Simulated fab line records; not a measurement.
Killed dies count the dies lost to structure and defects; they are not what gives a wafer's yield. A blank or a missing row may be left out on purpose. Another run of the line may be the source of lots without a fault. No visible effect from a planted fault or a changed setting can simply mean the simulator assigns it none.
A lot that was struck, set against a sound lot / flow n5Finfet / 27 steps out of a route of 1938
Sound: wafers L868.3, L868.4, L868.5. Struck: wafers L875.1, L875.5, L875.6. At the end, the cause is stated.
At each step with rows: each side's tool, then ch and its chambers, then its first start. Under that, the readings that differ: sound wafers / struck wafers / difference of the means / sigmas: that difference in standard deviations of wafers without a fault.
alike: words and numbers the same on both sides, and readings whose means are apart by under 2 such deviations; not compared: readings that were withheld, readings missing a value for some wafer, numbers with overlapping values and no deviation given by the record, and bounds like >300 which may hide the same value.
Wherever a step has rows on one side only, a row that says differs or no value, or a row with sigmas, the two part there. When numbers do not overlap yet have no deviation, they are printed without sigmas and do not part them. Lack of a reading on every wafer of one side parts them only where that side has two or more wafers.

N5_BEOL_M8_ETCH_62: etches SOC in N2/H2, target depth 110 nm, overetch 22 nm, time 165 s.
  sound on rieDiel-04 ch 0,1,3, day 10 17:20; struck on rieDiel-04 ch 0,1,2, day 12 22:17
  alike: drypumpMotorCurrentA, oesProductAu, rfVppV, showerheadPlenumPTorr, throttleValvePct
  not compared: rfHoursCounterH
then, 3 steps without rows for these wafers: N5_BEOL_M8_STRIP_68 (strips in N2/H2); N5_BEOL_M8_STRIP_67 (strips in CF4); N5_BEOL_M8_HM_OPEN_17 (chemistry Cl2/BCl3, target TiN, target depth 20 nm, overetch 6 nm).
N5_BEOL_M8_STRIP_19: strips in O2.
  sound on rieDiel-01 ch 0,2, day 10 17:38; struck on rieDiel-04 ch 0,1, day 12 22:35
  alike: drypumpMotorCurrentA, oesProductAu, rfVppV, showerheadPlenumPTorr, throttleValvePct
  not compared: rfHoursCounterH
N5_BEOL_M8_CD_MEAS_18: pitch 80 nm, target cd 40 nm.
  sound: cdSem-01 at day 10 17:43; struck: cdSem-01 at day 12 22:40
  alike: cdNm
then, 6 steps without rows for these wafers: N5_BEOL_M8_COAT_63 (time 60 s, resist thk 60 nm); N5_BEOL_M8_COAT_64 (time 60 s, resist thk 12 nm); N5_BEOL_M8_COAT_71 (time 60 s, resist thk 5 nm); N5_BEOL_M8_COAT_22 (resist thk 30 nm); N5_BEOL_M8_EBR_24; N5_BEOL_M8_SOFTBAKE_23 (time 60 s).
N5_BEOL_M8_EXPOSE_25: exposes mask V7, target cd 40 nm.
  sound on euvScanner-01 ch 0, day 10 19:12; struck on euvScanner-01 ch 0, day 12 23:54
  alike: mask, stageMsdNm
then, 2 steps without rows for these wafers: N5_BEOL_M8_PEB_26 (peb time 60 s); N5_BEOL_M8_DEVELOP_27 (develop time 30 s).
N5_BEOL_M8_CD_MEAS_28: the cd target is 40 nm.
  sound on cdSem-03 ch 0, day 10 19:19; struck on cdSem-01 ch 0, day 13 00:02
reading=cdNm (nm); sound=39.95 39.94 39.82; struck=38.25 40.14 36.96; difference=-1.45; sigmas=-6
N5_BEOL_M8_OVL_MEAS_29:
  sound on overlay-01 ch 0, day 10 19:22; struck on overlay-02 ch 0, day 13 00:04
  alike: V7_OVL
N5_BEOL_M8_INSPECT_30: inspects for defects (brightfield).
  sound: defectInspect-01 at day 10 19:24; struck: defectInspect-01 at day 13 00:07
  alike: rawDefectCount
N5_BEOL_M8_DESCUM_33: chemistry O2, time 7 s.
  sound on rieDiel-03 ch 0,1, day 10 19:26; struck on rieDiel-04 ch 0,1, day 13 00:09
  alike: drypumpMotorCurrentA, oesProductAu, rfVppV, showerheadPlenumPTorr, throttleValvePct
  not compared: rfHoursCounterH, model.BEOL_M8.cdNm
N5_BEOL_M8_ETCH_72: etches underlayer in N2/H2, target depth 6.5 nm, time 5.2 s.
  sound on rieDiel-03 ch 0,1, day 10 19:28; struck on rieDiel-04 ch 0,1, day 13 00:11
  alike: drypumpMotorCurrentA, etchRfOnTimeS, oesProductAu, rfVppV, showerheadPlenumPTorr, throttleValvePct
  not compared: rfHoursCounterH
N5_BEOL_M8_ETCH_65: etches SiARC in CF4, target depth 15.6 nm, time 26 s.
  sound on rieDiel-03 ch 0,1, day 10 19:29; struck on rieDiel-04 ch 0,1, day 13 00:12
  alike: drypumpMotorCurrentA, etchRfOnTimeS, oesProductAu, rfVppV, showerheadPlenumPTorr, throttleValvePct
  not compared: rfHoursCounterH
N5_BEOL_M8_ETCH_66: etches SOC in N2/H2, target depth 80 nm, overetch 16 nm, time 120 s.
  sound on rieDiel-03 ch 0,1, day 10 19:31; struck on rieDiel-04 ch 0,1, day 13 00:14
  alike: drypumpMotorCurrentA, oesProductAu, rfVppV, showerheadPlenumPTorr, throttleValvePct
  not compared: rfHoursCounterH
then, 2 steps without rows for these wafers: N5_BEOL_M8_STRIP_69 (strips in N2/H2); N5_BEOL_M8_STRIP_73 (strips in N2/H2).
N5_BEOL_M8_VIA_ETCH_34: etches SiCOH lowk in C4F6/O2, target depth 125.5 nm, time 50.5 s.
  sound on rieDiel-03 ch 0,1, day 10 19:37; struck on rieDiel-04 ch 0,1, day 13 00:20
  alike: drypumpMotorCurrentA, oesProductAu, rfVppV, showerheadPlenumPTorr, throttleValvePct
  not compared: rfHoursCounterH, model.BEOL_M8.cdNm
then, 1 step without rows for these wafers: N5_BEOL_M8_STRIP_76 (strips in C4F6/O2).
-- record jumps: 3 days separate the struck wafers' starts on either side; left off in module BEOL_M8, taken up again in module PASSIVATION, whose first shown step is the route's number 1936 --
N5_PASSIVATION_PROBE_49:
  record: rows for the struck wafers here (prober-01, day 16 00:00), none for the sound ones

== WHERE THEY PART ==
First at N5_BEOL_M8_CD_MEAS_28; last, within this record, at N5_PASSIVATION_PROBE_49.

WHY: what had been put in by the simulator
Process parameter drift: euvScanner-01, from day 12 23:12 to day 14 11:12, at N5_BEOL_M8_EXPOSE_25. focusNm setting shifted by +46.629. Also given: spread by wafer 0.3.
